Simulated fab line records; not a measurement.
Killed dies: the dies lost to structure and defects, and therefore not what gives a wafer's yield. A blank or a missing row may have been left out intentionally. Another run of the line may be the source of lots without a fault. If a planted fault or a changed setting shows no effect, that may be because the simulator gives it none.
A lot that was struck, set against a sound lot | flow nand_harc | 23 out of 1159 route steps
Sound: these wafers, L215.1, L215.4, L215.6. The struck wafers were L210.1, L210.2, L210.4. At the end, the cause is stated.
For every step that has rows: the tool of each side, followed by ch and its chambers, followed by its first start. Under that, the readings that differ: sound wafers | struck wafers | difference of the means | sigmas: that difference in standard deviations of wafers without a fault.
alike: readings with means less than 2 such deviations apart, plus words and numbers identical on both sides. not compared: withheld readings, readings lacking a value on some wafer, bounds such as >300 that could conceal the same value, and numbers that have no deviation in the record and whose values overlap.
Wherever a step has rows on one side only, a row that says differs or no value, or a row with sigmas, the two part there. Numbers that have no deviation but don't overlap get no sigmas and don't part them. A reading that every wafer of one side lacks parts them only if that side has two wafers or more.

NHARC_A_CONTACT_CMP_20: polishes, t overpolish 30 s, target thk 300 nm.
  sound on cmp-03 ch 0,1,3, day 21 23:08; struck on cmp-04 ch 0,2,3, day 20 11:55
  alike: motor_current_A, overpolish_run_s, time_to_endpoint_s
then, 1 step without rows for these wafers: NHARC_A_CONTACT_SRD_22.
NHARC_A_CONTACT_INSPECT_23:
  struck on defect_inspect-01, day 20 12:19; sound on defect_inspect-02, day 21 23:31
  alike: raw_defect_count
then, 8 steps without rows for these wafers: NHARC_A_BLC_DEHYDRATE_00 (time 120 s); NHARC_A_BLC_HMDS_01 (time 30 s); NHARC_A_BLC_COAT_02 (time 75 s); NHARC_A_BLC_COAT_03 (time 65 s); NHARC_A_BLC_COAT_04 (resist thk 90 nm); NHARC_A_BLC_SOFTBAKE_05 (time 55 s); NHARC_A_BLC_EBR_06; NHARC_A_BLC_EXPOSE_07 (exposes mask A BLC, target cd 100 nm).
NHARC_A_BLC_PEB_08: peb time 65 s.
  sound on litho_track-04 ch 0, day 21 23:56; struck on litho_track-01 ch 0, day 20 12:45
  reading                  | sound               | struck            | difference | sigmas
  heater_power_total_W (W) | 156.6 157.2 156.0   | 151.4 151.9 152.4 | -4.7       | -11
  plate_temp_C (C)         | 100.00 100.04 99.86 | 97.77 97.84 97.79 | -2.17      | -18
  alike: chill_plate_temp_C
then, 1 step without rows for these wafers: NHARC_A_BLC_DEVELOP_09 (develop time 35 s).
NHARC_A_BLC_CD_MEAS_10: the cd target is 100 nm.
  sound on cd_sem-01 ch 0, day 22 00:01; struck on cd_sem-03 ch 0, day 20 12:49
  reading    | sound           | struck         | difference | sigmas
  cd_nm (nm) | 99.0 99.1 100.0 | 92.7 93.2 92.8 | -6.5       | -8
NHARC_A_BLC_OVL_MEAS_11:
  struck on overlay-01, day 20 12:55; sound on overlay-02, day 22 00:07
  alike: overlay_x_nm, overlay_y_nm
NHARC_A_BLC_INSPECT_12:
  struck on defect_inspect-02, day 20 12:57; sound on defect_inspect-02, day 22 00:08
  alike: raw_defect_count
NHARC_A_BLC_DESCUM_15: chemistry O2, time 3 s.
  sound on rie_diel-08 ch 1,2, day 22 00:12; struck on rie_diel-06 ch 0,1,2, day 20 13:01
  reading                | sound             | struck            | difference | sigmas
  model.A_BLC.cd_nm (nm) | 98.53 99.13 99.95 | 92.52 92.21 93.31 | -6.52      |
  alike: drypump_motor_current_A, oes_product_au, rf_vpp_V, showerhead_plenum_p_Torr, throttle_valve_pct
  not compared: rf_hours_counter_h
NHARC_A_BLC_ETCH_16: etches the open film in CF4, target depth 39 nm, time 65 s.
  sound on rie_diel-08 ch 1,2,3, day 22 00:18; struck on rie_diel-06 ch 1,2,3, day 20 13:06
  alike: cf4_flow_sccm, drypump_motor_current_A, oes_product_au, rf_vpp_V, showerhead_plenum_p_Torr, throttle_valve_pct
  not compared: rf_hours_counter_h
NHARC_A_BLC_ETCH_17: etches the open film in N2/H2, target depth 390 nm, time 609.38 s.
  sound: rie_diel-08 ch 1,2,3; struck: rie_diel-06 ch 1,2,3
  alike: drypump_motor_current_A, oes_product_au, rf_vpp_V, showerhead_plenum_p_Torr, throttle_valve_pct
  not compared: rf_hours_counter_h
NHARC_A_BLC_ETCH_18: etches the open film in C4F8/O2/Ar, target depth 910 nm.
  sound: rie_diel-08 ch 0,1,2; struck: rie_diel-06 ch 0,1,3
  reading                | sound             | struck            | difference | sigmas
  model.A_BLC.cd_nm (nm) | 97.46 97.68 98.08 | 88.86 91.73 88.64 | -8.00      |
  alike: oes_product_au, rf_vpp_V
  not compared: rf_hours_counter_h
NHARC_A_BLC_CD_MEAS_19:
  struck on cd_sem-02, day 20 13:59; sound on cd_sem-03, day 22 01:11
  reading    | sound          | struck         | difference | sigmas
  cd_nm (nm) | 97.5 97.5 98.0 | 88.9 91.8 88.6 | -7.9       | -3
NHARC_A_BLC_STRIP_29: strips in CF4.
  sound on rie_diel-08 ch 0,2, day 22 01:17; struck on rie_diel-06 ch 0,1,2, day 20 14:04
  alike: cf4_flow_sccm, drypump_motor_current_A, oes_product_au, rf_vpp_V, showerhead_plenum_p_Torr, throttle_valve_pct
  not compared: rf_hours_counter_h
-- break in the record here, with 2 days between the starts of the struck wafers on either side (left off in module A_BLC, picked up again in module END, where the first step shown is number 1159 on the route) --
NHARC_END_SORT_01:
  the record has rows for the struck wafers here (prober-01 ch 0, day 22 14:36) and none for the sound ones

## WHERE THEY PART
At NHARC_A_BLC_PEB_08 first; at NHARC_END_SORT_01 last (within this record only).

WHY: what had been put in by the simulator
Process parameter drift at NHARC_A_BLC_PEB_08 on litho_track-01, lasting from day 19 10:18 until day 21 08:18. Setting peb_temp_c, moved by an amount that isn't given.
